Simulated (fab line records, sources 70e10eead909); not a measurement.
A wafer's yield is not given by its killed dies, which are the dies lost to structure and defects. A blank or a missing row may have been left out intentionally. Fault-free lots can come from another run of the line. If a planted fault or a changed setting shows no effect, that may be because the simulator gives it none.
Which tool was responsible? + flow nand harc + 36 wafers from 12 lots sampled at 6 of the route's 1302 steps

WHAT THE GAUGES READ, wafer by wafer
NHARC_END_SORT_01.
| lot  | measured     | on        | killed at array | killed at other | killed at periphery | killed dies | killed open | killed short |
|------|--------------|-----------|-----------------|-----------------|---------------------|-------------|-------------|--------------|
| L850 | day 25 01:10 | prober-01 | 37 30 36        | 1 0 2           | 2 3 2               | 40 33 40    | 4 1 0       | 1 2 5        |
| L852 | day 25 15:56 | prober-01 | 56 84 68        | 1 2 1           | 3 2 6               | 60 88 75    | 5 3 4       | 0 2 3        |
| L853 | day 26 14:37 | prober-01 | 64 65 66        | 1 0 0           | 4 4 5               | 69 69 71    | 2 6 1       | 1 3 2        |
| L855 | day 26 07:36 | prober-01 | 59 45 46        | 0 1 0           | 4 5 8               | 63 51 54    | 4 3 5       | 2 2 4        |
| L856 | day 27 16:27 | prober-01 | 26 25 30        | 0 0 0           | 2 1 3               | 28 26 33    | 3 0 1       | 1 0 2        |
| L858 | day 27 21:50 | prober-02 | 63 78 75        | 2 2 2           | 1 2 0               | 66 82 77    | 1 6 2       | 0 7 3        |
| L859 | day 28 11:33 | prober-01 | 39 62 55        | 1 0 0           | 4 6 2               | 44 68 57    | 4 2 2       | 1 3 2        |
| L860 | day 30 06:07 | prober-01 | 69 82 64        | 0 0 0           | 1 3 1               | 70 85 65    | 4 3 8       | 4 3 0        |
| L870 | day 33 06:10 | prober-01 | 60 66 61        | 1 0 3           | 2 4 1               | 63 70 65    | 1 4 3       | 1 1 1        |
| L871 | day 35 01:43 | prober-02 | 109 105 147     | 0 0 0           | 8 10 6              | 117 115 153 | 2 8 0       | 6 1 3        |
| L872 | day 36 02:20 | prober-02 | 137 106 96      | 1 0 1           | 6 4 1               | 144 110 98  | 5 3 1       | 6 1 3        |
| L873 | day 34 12:46 | prober-01 | 76 93 83        | 0 2 2           | 1 8 3               | 77 103 88   | 4 4 0       | 0 5 1        |

WHICH TOOL RAN EACH LOT (tool, then ch and the chambers of the sampled wafers, then the start)
| lot  | NHARC_A_STAIRCASE_ALD_420        | NHARC_A_STAIRCASE_CMP_152     | NHARC_A_SGD_CUT_DEP_00          | NHARC_A_SGD_CUT_DESCUM_14          | NHARC_A_SGD_CUT_CMP_21        |
|------|----------------------------------|-------------------------------|---------------------------------|------------------------------------|-------------------------------|
| L850 | ald hk-01 ch 0,1,3, day 17 19:23 | cmp-01 ch 0,1,3, day 19 13:31 | pecvd-01 ch 0,1, day 19 15:29   | rie diel-13 ch 0,1,2, day 19 16:26 | cmp-01 ch 0,2,3, day 20 02:06 |
| L852 | ald hk-03 ch 2,3, day 17 23:56   | cmp-04 ch 0,2, day 19 13:17   | pecvd-03 ch 0,1,2, day 19 15:13 | rie diel-03 ch 0,1,3, day 19 16:07 | cmp-02 ch 1,2,3, day 20 02:08 |
| L853 | ald hk-01 ch 0,1,2, day 19 05:32 | cmp-04 ch 2,3, day 20 20:08   | pecvd-01 ch 0,1,2, day 20 22:16 | rie diel-12 ch 0,1,2, day 20 23:11 | cmp-02 ch 0,1,3, day 21 05:08 |
| L855 | ald hk-01 ch 0,1,2, day 19 07:43 | cmp-01 ch 0,2,3, day 20 19:51 | pecvd-01 ch 1,2, day 20 22:10   | rie diel-13 ch 1,3, day 20 23:01   | cmp-04 ch 0,1, day 21 05:08   |
| L856 | ald hk-01 ch 0,1,3, day 20 14:20 | cmp-03 ch 0,3, day 22 12:08   | pecvd-04 ch 0,1,2, day 22 13:59 | rie diel-03 ch 2,3, day 22 14:48   | cmp-01 ch 0,2,3, day 22 20:31 |
| L858 | ald hk-01 ch 0,2,3, day 20 15:52 | cmp-01 ch 0,3, day 22 12:24   | pecvd-01 ch 1,2, day 22 14:11   | rie diel-12 ch 2,3, day 22 15:07   | cmp-02 ch 1,3, day 22 20:28   |
| L859 | ald hk-03 ch 1,3, day 21 12:39   | cmp-03 ch 0,1, day 23 03:11   | pecvd-01 ch 0,2, day 23 05:04   | rie diel-12 ch 1,2,3, day 23 05:56 | cmp-02 ch 1,2, day 23 12:14   |
| L860 | ald hk-01 ch 1,3, day 22 15:47   | cmp-03 ch 1,2,3, day 24 14:56 | pecvd-04 ch 0,1,2, day 24 16:48 | rie diel-13 ch 0,2, day 24 17:35   | cmp-01 ch 0,3, day 24 23:43   |
| L870 | ald hk-03 ch 0,1,2, day 26 01:35 | cmp-03 ch 0,1,3, day 27 17:48 | pecvd-03 ch 1,2, day 27 19:41   | rie diel-12 ch 1,2, day 27 20:26   | cmp-02 ch 0,1, day 28 05:53   |
| L871 | ald hk-01 ch 0,2,3, day 26 21:14 | cmp-03 ch 0,2,3, day 28 13:11 | pecvd-03 ch 0,1, day 28 15:01   | rie diel-03 ch 2,3, day 28 19:09   | cmp-02 ch 1,2, day 28 22:36   |
| L872 | ald hk-01 ch 0,1,3, day 26 22:13 | cmp-04 ch 0,2,3, day 28 12:53 | pecvd-01 ch 0,1, day 28 14:48   | rie diel-12 ch 2,3, day 28 18:44   | cmp-01 ch 0,3, day 29 05:51   |
| L873 | ald hk-01 ch 1,2, day 27 01:54   | cmp-03 ch 1,2,3, day 28 15:44 | pecvd-01 ch 0,1, day 28 17:30   | rie diel-13 ch 1,2, day 28 21:49   | cmp-04 ch 0,1,3, day 29 00:44 |
- NHARC_A_STAIRCASE_ALD_420: deposits SiO2, target thk 20 nm, pulse time 6 s, ald cycles 200.
- NHARC_A_STAIRCASE_CMP_152: polishes.
- NHARC_A_SGD_CUT_DEP_00: deposits SiNx, target thk 50 nm.
- NHARC_A_SGD_CUT_DESCUM_14: chemistry O2, time 3 s.
- NHARC_A_SGD_CUT_CMP_21: polishes, target thk 148.19 nm.

WHAT THE TOOLS THEMSELVES READ (means of the sampled wafers that have a number; where no wafer has one, the mark that the record gives instead)
NHARC_A_STAIRCASE_ALD_420.
| lot  | tool      | heater power outer w (W) | heater power w (W) | precursor pulse height rel |
|------|-----------|--------------------------|--------------------|----------------------------|
| L850 | ald hk-01 | 234                      | 417                | 1.003                      |
| L852 | ald hk-03 | 275                      | 477                | 1.015                      |
| L853 | ald hk-01 | 264                      | 481                | 0.985                      |
| L855 | ald hk-01 | 265                      | 482                | 1.001                      |
| L856 | ald hk-01 | 235                      | 419                | 0.994                      |
| L858 | ald hk-01 | 263                      | 464                | 0.992                      |
| L859 | ald hk-03 | 253                      | 455                | 1.010                      |
| L860 | ald hk-01 | 242                      | 438                | 1.008                      |
| L870 | ald hk-03 | 275                      | 492                | 0.987                      |
| L871 | ald hk-01 | 263                      | 461                | 1.002                      |
| L872 | ald hk-01 | 237                      | 429                | 1.013                      |
| L873 | ald hk-01 | 271                      | 499                | 0.987                      |

NHARC_A_STAIRCASE_CMP_152.
| lot  | tool   | motor current A (A) |
|------|--------|---------------------|
| L850 | cmp-01 | 12.2                |
| L852 | cmp-04 | 12.2                |
| L853 | cmp-04 | 11.2                |
| L855 | cmp-01 | 11.7                |
| L856 | cmp-03 | 12.7                |
| L858 | cmp-01 | 11.9                |
| L859 | cmp-03 | 12.5                |
| L860 | cmp-03 | 13.4                |
| L870 | cmp-03 | 12.9                |
| L871 | cmp-03 | 13.0                |
| L872 | cmp-04 | 12.0                |
| L873 | cmp-03 | 13.3                |

NHARC_A_SGD_CUT_DEP_00.
| lot  | tool     | heater power outer w (W) | heater power w (W) |
|------|----------|--------------------------|--------------------|
| L850 | pecvd-01 | 415                      | 689                |
| L852 | pecvd-03 | 412                      | 702                |
| L853 | pecvd-01 | 405                      | 656                |
| L855 | pecvd-01 | 347                      | 584                |
| L856 | pecvd-04 | 404                      | 686                |
| L858 | pecvd-01 | 426                      | 676                |
| L859 | pecvd-01 | 431                      | 708                |
| L860 | pecvd-04 | 444                      | 717                |
| L870 | pecvd-03 | 387                      | 661                |
| L871 | pecvd-03 | 368                      | 641                |
| L872 | pecvd-01 | 451                      | 703                |
| L873 | pecvd-01 | 490                      | 763                |

NHARC_A_SGD_CUT_DESCUM_14.
| lot  | tool        | drypump motor current A (A) | oes product au (a.u.) | rf vpp V (V) | showerhead plenum p Torr (Torr) | throttle valve pct (%) |
|------|-------------|-----------------------------|-----------------------|--------------|---------------------------------|------------------------|
| L850 | rie diel-13 | 5.8                         | 0.985                 | 57.7         | 1.88                            | 11.319                 |
| L852 | rie diel-03 | 5.8                         | 1.001                 | 58.4         | 1.93                            | 11.311                 |
| L853 | rie diel-12 | 5.1                         | 0.998                 | 57.2         | 1.90                            | 11.314                 |
| L855 | rie diel-13 | 5.6                         | 0.993                 | 57.8         | 1.99                            | 11.323                 |
| L856 | rie diel-03 | 6.2                         | 0.992                 | 57.9         | 1.87                            | 11.309                 |
| L858 | rie diel-12 | 5.2                         | 0.998                 | 57.3         | 1.90                            | 11.315                 |
| L859 | rie diel-12 | 5.3                         | 0.990                 | 57.9         | 1.94                            | 11.310                 |
| L860 | rie diel-13 | 6.0                         | 0.997                 | 58.4         | 1.83                            | 11.305                 |
| L870 | rie diel-12 | 5.2                         | 1.002                 | 57.5         | 1.86                            | 11.311                 |
| L871 | rie diel-03 | 5.9                         | 1.002                 | 58.7         | 1.92                            | 11.311                 |
| L872 | rie diel-12 | 5.2                         | 1.011                 | 57.5         | 1.90                            | 11.312                 |
| L873 | rie diel-13 | 5.5                         | 0.993                 | 58.0         | 1.93                            | 11.314                 |

NHARC_A_SGD_CUT_CMP_21.
| lot  | tool   | motor current A (A) | time to endpoint s (s) |
|------|--------|---------------------|------------------------|
| L850 | cmp-01 | 11.6                | 51.8                   |
| L852 | cmp-02 | 13.0                | 46.9                   |
| L853 | cmp-02 | 12.8                | 48.0                   |
| L855 | cmp-04 | 12.2                | 51.6                   |
| L856 | cmp-01 | 11.6                | 47.7                   |
| L858 | cmp-02 | 12.7                | 46.1                   |
| L859 | cmp-02 | 13.0                | 48.7                   |
| L860 | cmp-01 | 12.2                | 53.0                   |
| L870 | cmp-02 | 12.3                | 45.2                   |
| L871 | cmp-02 | 12.7                | 48.8                   |
| L872 | cmp-01 | 11.8                | 55.0                   |
| L873 | cmp-04 | 11.5                | 52.9                   |

THE ANSWER, worked out from the rows above alone
Rule: usual is defined by the lots themselves. Put in order of their means at a reading, lots are off if they are a third of the lots or fewer, leave a main group of 4 or more, and stand apart from it by a gap of 3 or more times the standard deviation of the main group's means; of several such gaps the widest counts. The tables above print the reading to a certain number of digits; a main group whose means all agree to those digits is not used. Also off: a lot with no number at a reading for which 4 or more lots have one. The other lots that the step has rows for count as sound. Order of review: gauges by route order, followed by the tools' own readings, for which a lot's mean as printed above is used. At the first step where some lot is off, the reading lying furthest off is the one used; lots without a number count as furthest.
None of the lots is off at any reading shown; this tells nothing.

WHAT THE SIMULATOR PUT IN
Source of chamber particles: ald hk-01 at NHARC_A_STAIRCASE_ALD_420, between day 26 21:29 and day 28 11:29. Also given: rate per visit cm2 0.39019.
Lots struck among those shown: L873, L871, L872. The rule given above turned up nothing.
